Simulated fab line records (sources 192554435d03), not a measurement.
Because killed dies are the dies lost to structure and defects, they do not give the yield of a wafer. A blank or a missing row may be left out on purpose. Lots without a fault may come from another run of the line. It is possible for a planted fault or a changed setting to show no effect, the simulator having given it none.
A single fault, viewed from 2 desks + flow n5_finfet + each desk has only its own numbers; what lay behind them comes last

== THE TOOL OWNER'S DESK: rie_si-06 ==
The tool's own readings at N5_DUMMY_GATE_TRIM_49 (chemistry O2, time 29 s, target cd 14 nm): means of the sampled wafers that have a number, for each lot that ran on this tool. Marked OUT: a lot whose mean sits more than 4 standard deviations from the usual mean, which makes it out of limits; the brackets give that distance.
Columns: A = drypump_motor_current_A at N5_DUMMY_GATE_TRIM_49, usual 5.7 A; B = he_backside_leak_sccm at N5_DUMMY_GATE_TRIM_49, usual 2.67 sccm; C = oes_product_au at N5_DUMMY_GATE_TRIM_49, usual 0.992 a.u.; D = throttle_valve_pct at N5_DUMMY_GATE_TRIM_49, usual 8.13 %
| lot  | first seen here | A   | B    | C                | D    |
|------|-----------------|-----|------|------------------|------|
| L318 | day 3 21:11     | 5.9 | 2.77 | 0.997            | 8.03 |
| L328 | day 6 06:52     | 6.3 | 2.80 | 0.989            | 8.04 |
| L330 | day 6 17:55     | 6.2 | 2.48 | 1.051 (+4.2) OUT | 7.99 |
| L332 | day 7 03:35     | 6.0 | 2.76 | 1.102 (+7.8) OUT | 7.99 |
This desk finds L330, L332 out of limits, L330 being first, at day 6 17:55 (oes_product_au at N5_DUMMY_GATE_TRIM_49). L318, L328: within limits.

== AT THE METROLOGY DESK ==
What the gauges read, lot by lot, whatever tool the lot ran on: means of the sampled wafers that have a number. Marked OUT: a lot whose mean sits more than 4 standard deviations from the usual mean, which makes it out of limits; the brackets give that distance.
Columns: A = GATE_OVL at N5_DUMMY_GATE_OVL_MEAS_16, usual -0.5 nm; B = cd_nm at N5_DUMMY_GATE_CD_MEAS_50, usual 14.0 nm; C = cd_nm at N5_DUMMY_GATE_CD_MEAS_24, usual 15.1 nm
| lot  | first seen here | A    | B               | C               |
|------|-----------------|------|-----------------|-----------------|
| L315 | day 3 02:09     | -0.5 | 13.7            | 15.1            |
| L317 | day 3 11:34     | -1.1 | 14.3            | 15.3            |
| L318 | day 3 20:53     | -0.6 | 14.0            | 15.3            |
| L319 | day 4 01:58     | -1.0 | 13.7            | 14.7            |
| L320 | day 4 04:41     | -0.4 | 14.1            | 14.8            |
| L322 | day 4 16:25     | -1.2 | 14.0            | 15.3            |
| L328 | day 6 06:33     | -0.1 | 14.1            | 14.9            |
| L330 | day 6 17:19     | 0.6  | 13.6            | 14.4            |
| L332 | day 7 03:16     | -0.1 | 12.4 (-5.0) OUT | 13.3 (-5.6) OUT |
| L338 | day 8 16:20     | -0.3 | 14.0            | 15.4            |
This desk finds L332 out of limits, L332 being first, at day 7 03:44 (cd_nm at N5_DUMMY_GATE_CD_MEAS_50). L315, L317, L318, L319, L320, L322, L328, L330, L338: within limits.

== BROUGHT TOGETHER ==
An alarm could have come from the tool owner's desk at day 6 17:55, on L330, L332.
The metrology desk could have raised an alarm at day 7 03:44, on L332.
The metrology desk holds a record of L330, inside its limits.
The lots listed all ran N5_DUMMY_GATE_TRIM_49 on rie_si-06.

== WHAT THE SIMULATOR PUT IN ==
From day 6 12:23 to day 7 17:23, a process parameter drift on rie_si-06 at N5_DUMMY_GATE_TRIM_49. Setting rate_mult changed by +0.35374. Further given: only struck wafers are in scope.
Struck lots among those shown: L330, L332.
Counting hours from when the fault started, the first reading out of limits came at 6 for the tool owner's desk and at 15 for the metrology desk.
